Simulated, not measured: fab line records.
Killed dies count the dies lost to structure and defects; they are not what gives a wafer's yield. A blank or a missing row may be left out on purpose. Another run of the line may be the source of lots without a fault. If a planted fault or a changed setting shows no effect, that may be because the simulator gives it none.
2 desks looking at one fault ; flow n5Finfet ; what lay behind the numbers comes last; until then each desk has only its own

== TOOL OWNER'S DESK, rieDiel-06 ==
The tool's own readings at N5_BEOL_M11_STRIP_36 (strips in N2/H2): means of the sampled wafers that have a number, for each lot that ran on this tool. The brackets show how far a lot's mean lies from the usual mean; more than 4 standard deviations puts the lot out of limits, marked OUT.
Columns: A = chamberPressureMTorr at N5_BEOL_M11_STRIP_36, usual 20.00 mTorr; B = drypumpMotorCurrentA at N5_BEOL_M11_STRIP_36, usual 5.8 A; C = oesProductAu at N5_BEOL_M11_STRIP_36, usual 0.78 a.u.; D = rfVppV at N5_BEOL_M11_STRIP_36, usual 59.0 V; E = showerheadPlenumPTorr at N5_BEOL_M11_STRIP_36, usual 2.53 Torr; F = throttleValvePct at N5_BEOL_M11_STRIP_36, usual 23.79 %
lot;first seen here;A;B;C;D;E;F
L732;day 14 16:59;20.01;5.6;0.82;59.7;2.52;23.80
L733;day 14 19:16;20.04;5.6;0.87;59.9;2.58;23.83
L734;day 15 04:50;20.02;5.6;0.86;58.3;2.58;23.81
L738;day 15 17:26;20.00;5.6;0.84;58.8;2.52;23.59
L748;day 18 10:44;20.02;6.0;0.86;60.5;2.58;23.75
This desk's verdict: no lot among the 5 shows anything out of limits.

== METROLOGY DESK ==
What the gauges read, lot by lot, whatever tool the lot ran on: means of the sampled wafers that have a number. The brackets show how far a lot's mean lies from the usual mean; more than 4 standard deviations puts the lot out of limits, marked OUT.
Columns: A = MIM_BOT_OVL at N5_MIM_BOT_LITHO_OVL_MEAS_11, usual 1 nm; B = PASS_OPEN_OVL at N5_PASSIVATION_OVL_MEAS_66, usual 2 nm
lot;first seen here;A;B
L729;day 15 12:37;1;5
L730;day 15 16:40;5;6
L732;day 16 01:52;-11;12
L733;day 16 05:41;12;-2
L735;day 16 10:35;4;-5
L734;day 16 17:40;-1;3
L738;day 17 09:17;1;-1
L744;day 17 14:07;-7;5
L748;day 19 21:05;-8;5
L746;day 20 12:19;-4;2
L747;day 20 16:16;1;-4
This desk's verdict: no lot among the 11 shows anything out of limits.

== PUT TOGETHER ==
The desk of the tool owner found nothing out of limits.
The metrology desk saw nothing out of limits.

== WHAT THE SIMULATOR HAD INSERTED ==
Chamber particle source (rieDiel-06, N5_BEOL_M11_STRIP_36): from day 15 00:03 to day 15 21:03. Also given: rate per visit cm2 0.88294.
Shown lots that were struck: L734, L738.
